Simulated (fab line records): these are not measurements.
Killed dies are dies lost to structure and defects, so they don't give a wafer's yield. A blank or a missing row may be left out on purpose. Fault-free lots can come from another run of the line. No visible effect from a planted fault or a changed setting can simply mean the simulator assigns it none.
fab line records | flow n5_finfet | part 2 of 2: steps 23 to 32 of 32
record: lots: 5 wafers: 15 last_day: 17
route steps=1938 shown BEOL_M6@1199
lots that met no fault: taken from a fault-free run of the same line
start_h: the number of hours between the record's first day and the start of the first shown wafer of the lot | wait_h: hours elapsed since this lot's preceding step | " as in the row above | L1.1+2: one row covering several wafers at once | - no value present, or no start provided | * or withheld: withheld | < > ~ a bound
route shown NAME@n: a module of which the file shows steps, and the number in the route of the first | usual: mean/standard deviation taken from wafers without a fault | same: alike in all rows | chamber/n: place in a boat | sites: per-site readings | _std_site: the values' standard deviation | _edge_site: the outer-site mean with the inner-site mean subtracted | radius_mm: for every site, how far away it sits from the centre of the wafer | mask NAME#n: copy n | behind: the most recent tool/chamber to have shaped the wafer | hold: what put the lot on hold/how long, in hours/how the hold closed | device: which transistor (n, p or np) failed to switch | end of line: the same wafers' tests at the end of the route | a step given without rows: its recipe and nothing more | killed: count of dies lost to structure and defects at first sort (not the wafer's yield) | map: the dies of a wafer, with x for killed, . for not killed, _ for no die there
set.NAME: the run value of the setting; set.NAME@STEP: its run value at that earlier step | model.NAME: the simulator's own value behind a step, which no gauge read
lots seen at some steps along the route; tables by step, rows by wafer
services: from which hour (start_h, from the record's first day; less than 0 if before it) a tool's chamber was out of use, for how many hours, and why
== steps ==
step: N5_BEOL_M6_COAT_22
recipe: resist: CAR-EUV spin_rpm: 1500 resist_thk_nm: 30
columns lot.wafer tool chamber start_h wait_h
L078.2+5+6 litho_track-01 0 - -
L085.2+4+5 litho_track-02 0 - -
L086.2+4+6 litho_track-03 0 - -
L092.1+4+5 litho_track-03 0 - -
L090.2+4+6 litho_track-03 0 - -
step: N5_BEOL_M6_EBR_24
recipe: solvent: PGMEA ebr_width_mm: 1.5
columns lot.wafer tool chamber start_h wait_h
L078.2+5+6 litho_track-01 0 - -
L085.2+4+5 litho_track-02 0 - -
L086.2+4+6 litho_track-03 0 - -
L092.1+4+5 litho_track-03 0 - -
L090.2+4+6 litho_track-03 0 - -
step: N5_BEOL_M6_SOFTBAKE_23
recipe: temp_c: 110 time_s: 60 resist: CAR-EUV
usual: heater_power_total_W: 175.6/1.6
same: time_s: 60
columns lot.wafer tool chamber start_h wait_h heater_power_total_W
L078.2 litho_track-01 0 - - 176.5
L078.5 " 0 " " 173.8
L078.6 " 0 " " 176.6
L085.2 litho_track-02 0 - - 177.6
L085.4 " 0 " " 173.1
L085.5 " 0 " " 176.3
L086.2 litho_track-03 0 - - 177.6
L086.4 " 0 " " 177.4
L086.6 " 0 " " 176.0
L092.1 litho_track-03 0 - - 177.4
L092.4 " 0 " " 176.1
L092.5 " 0 " " 175.4
L090.2 litho_track-03 0 - - 173.4
L090.4 " 0 " " 177.3
L090.6 " 0 " " 174.2
step: N5_BEOL_M6_EXPOSE_25
recipe: mask_id: V5 na: 0.33 source_shape: annular sigma_inner: 0.4 sigma_outer: 0.8 polarization: unpolarized target_cd_nm: 40 dose_mj: 45
same: sigma_outer: 0.8
columns lot.wafer tool chamber start_h wait_h mask
L078.2+5+6 euv_scanner-02 0 237.26 - V5#0
L085.2+4+5 euv_scanner-02 0 293.74 - V5#0
L086.2+4+6 euv_scanner-01 0 296.47 - V5#0
L092.1+4+5 euv_scanner-01 0 310.56 - V5#0
L090.2+4+6 euv_scanner-01 0 323.40 - V5#0
step: N5_BEOL_M6_PEB_26
recipe: peb_temp_c: 100 peb_time_s: 60 resist: CAR-EUV
usual: heater_power_total_W: 153.9/1.1
same: peb_time_s: 60
columns lot.wafer tool chamber start_h wait_h heater_power_total_W
L078.2 litho_track-01 0 237.32 0.1 153.0
L078.5 " 0 " " 153.0
L078.6 " 0 " " 153.0
L085.2 litho_track-02 0 293.81 0.1 153.0
L085.4 " 0 " " 154.9
L085.5 " 0 " " 152.7
L086.2 litho_track-02 0 296.53 0.1 154.3
L086.4 " 0 " " 155.5
L086.6 " 0 " " 152.9
L092.1 litho_track-03 0 310.62 0.1 154.9
L092.4 " 0 " " 154.6
L092.5 " 0 " " 155.3
L090.2 litho_track-01 0 323.46 0.1 153.2
L090.4 " 0 " " 153.7
L090.6 " 0 " " 153.4
step: N5_BEOL_M6_DEVELOP_27
recipe: develop_time_s: 30 developer: TMAH resist: CAR-EUV rinse_liquid: surfactant_rinse dry: air_spin dev_temp_c: 23
columns lot.wafer tool chamber start_h wait_h
L078.2+5+6 litho_track-01 0 - -
L085.2+4+5 litho_track-02 0 - -
L086.2+4+6 litho_track-02 0 - -
L092.1+4+5 litho_track-03 0 - -
L090.2+4+6 litho_track-01 0 - -
step: N5_BEOL_M6_CD_MEAS_28
recipe: target_cd_nm: 40 landing_energy_ev: 500 detector: se_inlens
usual: cd_nm: 40.01/0.22
columns lot.wafer tool chamber start_h wait_h cd_nm
L078.2 cd_sem-02 0 237.39 - 39.78
L078.5 " 0 " " 39.82
L078.6 " 0 " " 39.65
L085.2 cd_sem-02 0 293.87 - 40.39
L085.4 " 0 " " 40.34
L085.5 " 0 " " 40.37
L086.2 cd_sem-03 0 296.60 - 40.14
L086.4 " 0 " " 40.15
L086.6 " 0 " " 40.22
L092.1 cd_sem-02 0 310.69 - 39.94
L092.4 " 0 " " 40.32
L092.5 " 0 " " 39.69
L090.2 cd_sem-01 0 323.53 - 40.23
L090.4 " 0 " " 39.93
L090.6 " 0 " " 40.19
step: N5_BEOL_M6_OVL_MEAS_29
recipe: points_per_wafer: 522
usual: V5_OVL: -0.2/0.72
columns lot.wafer tool chamber start_h wait_h V5_OVL[nm]
L078.2 overlay-01 0 237.43 0.0 1.4
L078.5 " 0 " " -1.0
L078.6 " 0 " " 0.5
L085.2 overlay-02 0 293.91 0.0 -0.3
L085.4 " 0 " " 1.1
L085.5 " 0 " " 0.2
L086.2 overlay-01 0 296.64 0.0 -0.4
L086.4 " 0 " " -0.3
L086.6 " 0 " " 0.6
L092.1 overlay-02 0 310.72 0.0 -0.4
L092.4 " 0 " " 0.1
L092.5 " 0 " " 0.3
L090.2 overlay-02 0 323.56 0.0 0.3
L090.4 " 0 " " 1.1
L090.6 " 0 " " 0.4
step: N5_BEOL_M6_INSPECT_30
recipe: mode: adi inspect_instrument: brightfield
usual: raw_defect_count: 431/98
columns lot.wafer tool chamber start_h wait_h raw_defect_count
L078.2 defect_inspect-01 - 237.48 0.0 368
L078.5 " - " " 517
L078.6 " - " " 552
L085.2 defect_inspect-02 - 293.97 0.1 438
L085.4 " - " " 445
L085.5 " - " " 379
L086.2 defect_inspect-02 - 296.69 0.0 652
L086.4 " - " " 437
L086.6 " - " " 481
L092.1 defect_inspect-01 - 310.78 0.1 494
L092.4 " - " " 514
L092.5 " - " " 445
L090.2 defect_inspect-01 - 323.61 0.0 535
L090.4 " - " " 388
L090.6 " - " " 356
step: N5_BEOL_M6_DESCUM_33
recipe: chemistry: O2 time_s: 7 source_power_w: 50 bias_power_w: 20 pressure_mtorr: 20 rf_frequency_hz: 2.712e+07 temp_c: 40 resist: CAR-EUV o2_flow_sccm: 225
usual: bias_power_w: 20.00/0.065 drypump_motor_current_A: 5.8/0.4 oes_product_au: 0.80/0.087 rf_vpp_V: 243.3/1 showerhead_plenum_p_Torr: 2.10/0.044 throttle_valve_pct: 20.41/0.21
same: time_s: 7
columns lot.wafer tool chamber start_h wait_h bias_power_w drypump_motor_current_A oes_product_au rf_hours_counter_h rf_vpp_V showerhead_plenum_p_Torr throttle_valve_pct
L078.2 rie_diel-02 1 237.53 0.1 20.06 5.0 0.68 246 242.7 2.06 20.55
L078.5 " 2 " " 20.06 5.8 0.84 - 242.9 2.12 20.39
L078.6 " 3 " " 19.92 6.4 0.89 - 245.3 2.22 20.28
L085.2 rie_diel-02 2 294.00 0.0 20.07 5.8 0.80 87 243.6 2.12 20.43
L085.4 " 2 " " 20.00 5.8 0.79 - 243.1 2.12 20.45
L085.5 " 3 " " 20.05 6.3 0.85 - 244.0 2.21 20.34
L086.2 rie_diel-05 1 296.97 0.3 20.05 5.4 0.70 213 242.9 2.06 20.69
L086.4 " 2 " " 20.07 5.5 0.97 1 242.3 2.07 20.12
L086.6 " 2 " " 20.07 5.5 0.97 - 244.4 2.07 20.13
L092.1 rie_diel-06 0 310.94 0.2 19.91 5.8 0.83 79 244.9 2.11 20.44
L092.4 " 1 " " 20.02 5.7 0.80 81 243.8 2.09 20.05
L092.5 " 3 " " 19.97 5.8 0.69 - 243.2 2.08 20.65
L090.2 rie_diel-02 0 323.65 0.0 20.11 5.2 0.88 23 244.0 2.14 20.43
L090.4 " 3 " " 19.95 6.4 0.84 74 244.2 2.20 20.35
L090.6 " 2 " " 19.88 5.8 0.80 - 242.9 2.11 20.45
== services ==
columns tool chamber start_h hours kind
rie_diel-02 2 212.97 7.8 repair
euv_scanner-01 - 216.99 1.0 pm
euv_scanner-02 - 218.00 1.0 pm
euv_scanner-02 - 221.01 12.0 pm
arfi_scanner-01 - 226.22 1.0 pm
rie_diel-02 0 233.99 1.9 repair
rie_metal-01 - 236.50 1.4 pm
arfi_scanner-03 - 255.51 1.0 pm
euv_scanner-02 - 259.34 5.8 pm
arfi_scanner-01 - 261.73 1.3 pm
euv_scanner-02 - 265.66 4.6 pm
euv_scanner-01 - 273.14 1.0 pm
euv_scanner-02 - 273.33 1.3 repair
rie_diel-02 2 274.60 2.7 repair
euv_scanner-02 - 274.67 1.0 pm
arfi_scanner-03 - 280.58 0.8 pm
arfi_scanner-01 - 282.22 3.9 pm
euv_scanner-02 - 282.83 0.5 repair
euv_scanner-01 - 298.50 0.2 repair
euv_scanner-02 - 301.81 0.1 repair
arfi_scanner-01 - 312.18 3.1 pm
arfi_scanner-03 - 314.04 1.0 pm
rie_diel-06 2 318.16 10.9 repair
arfi_scanner-03 - 318.75 0.7 repair
